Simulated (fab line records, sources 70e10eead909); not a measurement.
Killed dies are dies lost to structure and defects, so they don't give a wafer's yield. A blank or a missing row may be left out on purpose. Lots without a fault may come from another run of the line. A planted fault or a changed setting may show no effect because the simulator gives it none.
A struck lot beside a sound one | flow nand_harc | 15 steps out of a route of 1302
Sound: wafers L223.1, L223.2, L223.4. Struck: wafers L232.1, L232.3, L232.4. The cause comes at the end.
At each step with rows: each side's tool, then ch and its chambers, then its first start. Under that, the readings that differ: sound wafers | struck wafers | difference of the means | sigmas: that difference in standard deviations of wafers without a fault.
alike: readings whose means differ by less than 2 such deviations, and words and numbers that are the same on both sides. not compared: withheld readings, readings that some wafer has no value for, bounds like >300 that may hide the same value, and numbers for which the record gives no deviation and whose values overlap.
The two part at a step that has a row with sigmas, a row that says differs or no value, or rows on one side only. Numbers that don't overlap but have no deviation are shown without sigmas and don't part them. A reading that every wafer of one side lacks parts them only if that side has two wafers or more.

first, 4 steps without rows for these wafers: NHARC_THIN_TSV_EBR_29; NHARC_THIN_TSV_EXPOSE_30 (exposes mask PAD); NHARC_THIN_TSV_PEB_31 (peb time 85 s); NHARC_THIN_TSV_DEVELOP_32 (time 70 s).
NHARC_THIN_TSV_CD_MEAS_33: target cd 5000 nm.
  sound on cd_sem-02 ch 0, day 24 19:07; struck on cd_sem-01 ch 0, day 28 17:17
  alike: cd_nm
then, 1 step without rows for these wafers: NHARC_THIN_TSV_HARDBAKE_34 (time 80 s).
NHARC_THIN_TSV_DESCUM_35: chemistry O2, time 3 s.
  sound on rie_diel-09 ch 0,3, day 24 19:18; struck on rie_diel-12 ch 0,2,3, day 28 17:27
  alike: drypump_motor_current_A, oes_product_au, rf_vpp_V, showerhead_plenum_p_Torr, throttle_valve_pct
  not compared: rf_hours_counter_h
NHARC_THIN_TSV_ETCH_59: etches the open film in Cl2/BCl3, target depth 880 nm, time 138.1 s.
  sound on rie_metal-02 ch 0,1, day 24 19:26; struck on rie_metal-01 ch 0, day 28 17:34
  reading                | sound                | struck               | difference | sigmas
  throttle_valve_pct (%) | 22.254 22.254 22.262 | 22.278 22.279 22.269 | +0.019     | +2
  alike: drypump_motor_current_A, he_backside_leak_sccm, oes_product_au
  not compared: rf_hours_counter_h
NHARC_THIN_TSV_ETCH_36: etches the open film in Cl2/BCl3, target depth 65 nm, time 18.571 s.
  sound on rie_metal-02 ch 0,1, day 24 19:41; struck on rie_metal-01 ch 0, day 28 18:03
  reading               | sound             | struck            | difference | sigmas
  oes_product_au (a.u.) | 0.994 1.003 0.992 | 1.010 1.012 1.018 | +0.017     | +2
  alike: drypump_motor_current_A, he_backside_leak_sccm
  not compared: rf_hours_counter_h
NHARC_THIN_TSV_STRIP_56: strips in O2.
  sound on plasma_asher-01 ch 0,1, day 24 19:48; struck on plasma_asher-01 ch 0,1, day 28 18:14
  alike: drypump_motor_current_A, heater_power_w
  not compared: rf_hours_counter_h
then, 1 step without rows for these wafers: NHARC_THIN_TSV_STRIP_57 (strips in post etch residue remover, time 1200 s).
NHARC_THIN_TSV_CD_MEAS_37:
  sound on cd_sem-03, day 24 20:36; struck on cd_sem-03, day 28 18:59
  alike: cd_nm
NHARC_THIN_TSV_ANNEAL_58: time 1800 s.
  sound on furnace-04 ch 0, day 25 03:10; struck on furnace-02, day 28 22:04
  no value came back on the struck wafers for run_length_s (s), spike_tc_bottom_C (C), spike_tc_centre_C (C); on the sound wafers run_length_s (s) reads 1823 1823 1823
NHARC_THIN_TSV_INSPECT_40:
  sound on defect_inspect-01, day 25 04:37; struck on defect_inspect-01, day 28 23:31
  alike: raw_defect_count
then, 1 step without rows for these wafers: NHARC_END_SORT_01.

WHERE THEY PART
First at NHARC_THIN_TSV_ETCH_59; last, within this record, at NHARC_THIN_TSV_ANNEAL_58. Later steps at which nothing parts them and some readings are alike: NHARC_THIN_TSV_INSPECT_40.

WHY: what the simulator had put in
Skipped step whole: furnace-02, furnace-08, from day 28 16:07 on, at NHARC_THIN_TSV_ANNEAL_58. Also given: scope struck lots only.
